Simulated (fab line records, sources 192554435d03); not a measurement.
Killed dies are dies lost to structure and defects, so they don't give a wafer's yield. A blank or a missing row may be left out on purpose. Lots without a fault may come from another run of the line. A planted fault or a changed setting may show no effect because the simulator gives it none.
Which tool did it? | flow n5_finfet | 14 lots, 34 wafers sampled, at 4 steps of a route of 1938

WHAT THE GAUGES READ, wafer by wafer
The record holds no reading of a measuring or inspecting step that can be judged against a usual standard deviation.

WHICH TOOL RAN EACH LOT (tool, then ch and the chambers of the sampled wafers, then the start)
lot  | N5_BEOL_M10_PRE_CLEAN_45     | N5_BEOL_M10_SURFACE_TREAT_76 | N5_BEOL_M10_CMP_52            | N5_BEOL_M11_COAT_59
L239 | pvd_sputter-01, day 10 16:44 | pvd_sputter-01, day 10 17:07 | cmp-03 ch 0,1, day 10 18:08   | litho_track-04 ch 0, day 10 19:45
L240 | pvd_sputter-01, day 10 16:52 | pvd_sputter-01, day 10 17:20 | cmp-01 ch 1,2,3, day 10 18:25 | litho_track-05 ch 0, day 10 19:57
L242 | pvd_sputter-01, day 11 08:04 | pvd_sputter-01, day 11 08:34 | cmp-03 ch 1, day 11 09:25     | litho_track-04 ch 0, day 11 13:38
L241 | pvd_sputter-03, day 11 08:22 | pvd_sputter-01, day 11 08:51 | cmp-01 ch 1,2,3, day 11 10:18 | litho_track-04 ch 0, day 11 13:53
L247 | pvd_sputter-02, day 12 22:10 | pvd_sputter-02, day 12 22:31 | cmp-01 ch 0,1,3, day 12 23:29 | litho_track-04 ch 0, day 13 01:10
L250 | pvd_sputter-01, day 13 13:47 | pvd_sputter-01, day 13 14:26 | cmp-01 ch 1, day 13 16:08     | litho_track-03 ch 0, day 13 20:05
L251 | pvd_sputter-02, day 13 21:38 | pvd_sputter-03, day 13 22:44 | cmp-04 ch 2,3, day 13 23:53   | litho_track-03 ch 0, day 14 02:16
L252 | pvd_sputter-01, day 14 00:26 | pvd_sputter-01, day 14 00:47 | cmp-04 ch 2,3, day 14 02:05   | litho_track-03 ch 0, day 14 03:41
L254 | pvd_sputter-01, day 14 06:27 | pvd_sputter-03, day 14 06:52 | cmp-03 ch 0,2,3, day 14 07:53 | litho_track-03 ch 0, day 14 09:48
L253 | pvd_sputter-03, day 14 16:43 | pvd_sputter-03, day 14 17:10 | cmp-03 ch 1,2, day 14 18:14   | litho_track-05 ch 0, day 14 19:57
L257 | pvd_sputter-02, day 14 19:14 | pvd_sputter-03, day 14 19:35 | cmp-03 ch 0,3, day 14 20:26   | litho_track-05 ch 0, day 14 22:31
L256 | pvd_sputter-01, day 15 00:36 | pvd_sputter-03, day 15 01:03 | cmp-03 ch 0,3, day 15 01:59   | litho_track-03 ch 0, day 15 05:14
L258 | pvd_sputter-02, day 15 06:26 | pvd_sputter-03, day 15 07:04 | cmp-01 ch 1,3, day 15 09:30   | litho_track-05 ch 0, day 15 11:16
L260 | pvd_sputter-03, day 15 22:15 | pvd_sputter-03, day 15 22:40 | cmp-04 ch 1,3, day 15 23:53   | litho_track-05 ch 0, day 16 01:46
- N5_BEOL_M10_PRE_CLEAN_45: time 30 s.
- N5_BEOL_M10_SURFACE_TREAT_76
- N5_BEOL_M10_CMP_52: polishes, stops on SiCOH lowk, t overpolish 7 s, target thk 140 nm.
- N5_BEOL_M11_COAT_59: time 60 s, resist thk 100 nm.

WHAT THE TOOLS THEMSELVES READ (means of the sampled wafers that have a number; where no wafer has one, the mark that the record gives instead)
N5_BEOL_M10_PRE_CLEAN_45.
lot  | tool           | heater_power_w (W)
L239 | pvd_sputter-01 | 333
L240 | pvd_sputter-01 | 348
L242 | pvd_sputter-01 | 352
L241 | pvd_sputter-03 | 310
L247 | pvd_sputter-02 | 331
L250 | pvd_sputter-01 | 309
L251 | pvd_sputter-02 | 324
L252 | pvd_sputter-01 | 340
L254 | pvd_sputter-01 | 345
L253 | pvd_sputter-03 | 300
L257 | pvd_sputter-02 | 329
L256 | pvd_sputter-01 | 340
L258 | pvd_sputter-02 | 339
L260 | pvd_sputter-03 | 304

N5_BEOL_M10_CMP_52.
lot  | tool   | barrier_field_endpoint_s (s) | motor_current_A (A) | overpolish_run_s (s) | slurry_flow_ml_min | time_to_endpoint_s (s)
L239 | cmp-03 | 28.2                         | 6.3                 | 6.991                | 149.4              | 65
L240 | cmp-01 | 30.3                         | 6.2                 | 7.006                | 150.4              | 73
L242 | cmp-03 | 30.3                         | 5.9                 | 7.001                | 149.8              | 66
L241 | cmp-01 | 30.7                         | 6.3                 | 6.995                | 149.6              | 71
L247 | cmp-01 | 29.5                         | 6.0                 | 7.002                | 150.1              | 71
L250 | cmp-01 | 30.1                         | 5.8                 | 6.983                | 149.5              | 74
L251 | cmp-04 | 28.5                         | 6.4                 | 6.995                | 150.5              | 66
L252 | cmp-04 | 30.4                         | 6.3                 | 6.995                | 150.0              | 69
L254 | cmp-03 | 29.3                         | 6.3                 | 6.996                | 150.4              | 66
L253 | cmp-03 | 29.7                         | 6.1                 | 7.002                | 149.9              | 65
L257 | cmp-03 | 29.1                         | 6.2                 | 6.994                | 149.7              | 68
L256 | cmp-03 | 28.6                         | 6.4                 | 6.991                | 150.2              | 66
L258 | cmp-01 | 30.7                         | 5.7                 | 6.999                | 149.8              | 76
L260 | cmp-04 | 29.5                         | 6.7                 | 6.998                | 150.4              | 63

N5_BEOL_M11_COAT_59.
lot  | tool           | spin_speed_rpm (rpm)
L239 | litho_track-04 | 1498.9
L240 | litho_track-05 | 1500.4
L242 | litho_track-04 | 1498.9
L241 | litho_track-04 | 1639.5
L247 | litho_track-04 | 1639.3
L250 | litho_track-03 | 1501.7
L251 | litho_track-03 | 1500.0
L252 | litho_track-03 | 1498.7
L254 | litho_track-03 | 1500.1
L253 | litho_track-05 | 1499.7
L257 | litho_track-05 | 1499.5
L256 | litho_track-03 | 1500.6
L258 | litho_track-05 | 1500.3
L260 | litho_track-05 | 1500.8

THE ANSWER, worked out from the rows above alone
Rule: what is usual is taken from the lots themselves. Put in order of their means at a reading, lots are off if they are a third of the lots or fewer, leave a main group of 4 or more, and stand apart from it by a gap of 3 or more times the standard deviation of the main group's means; of several such gaps the widest counts. A main group whose means are all the same, to the digits that the tables above print for the reading, isn't used. A lot without any number at a reading at which 4 lots or more have one is off too. The other lots that the step has rows for count as sound. The gauges are gone through in route order, then the tools' own readings, and for those a lot's mean is taken as printed above. The first step at which some lot is off is used, and at that step the reading that is off furthest; a lot without a number counts as furthest.
Off: L241, L247, at N5_BEOL_M11_COAT_59 (spin_speed_rpm). The main group: mean 1500.0 rpm, standard deviation 0.85.
A tool fits if, at that step or a process step before it, it ran every lot that is off, and no sound lot after the first of them. One fits: litho_track-04 at N5_BEOL_M11_COAT_59. Its last sound lot is L242 (day 11 13:38), its first lot that is off L241 (day 11 13:53): a fault that began between those two fits.
The tool's own readings at N5_BEOL_M11_COAT_59 bear it out: on the lots that are off they differ by more than 5 times the standard deviation of the sound lots' means. spin_speed_rpm reads 1639.4 rpm there against 1500.0 rpm on the sound lots.

WHAT THE SIMULATOR HAD PUT IN
Process parameter drift: litho_track-04, from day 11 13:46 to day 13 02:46, at N5_BEOL_M11_COAT_59. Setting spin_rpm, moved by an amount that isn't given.
Lots struck among those shown: L241, L247. The rule above found the same.
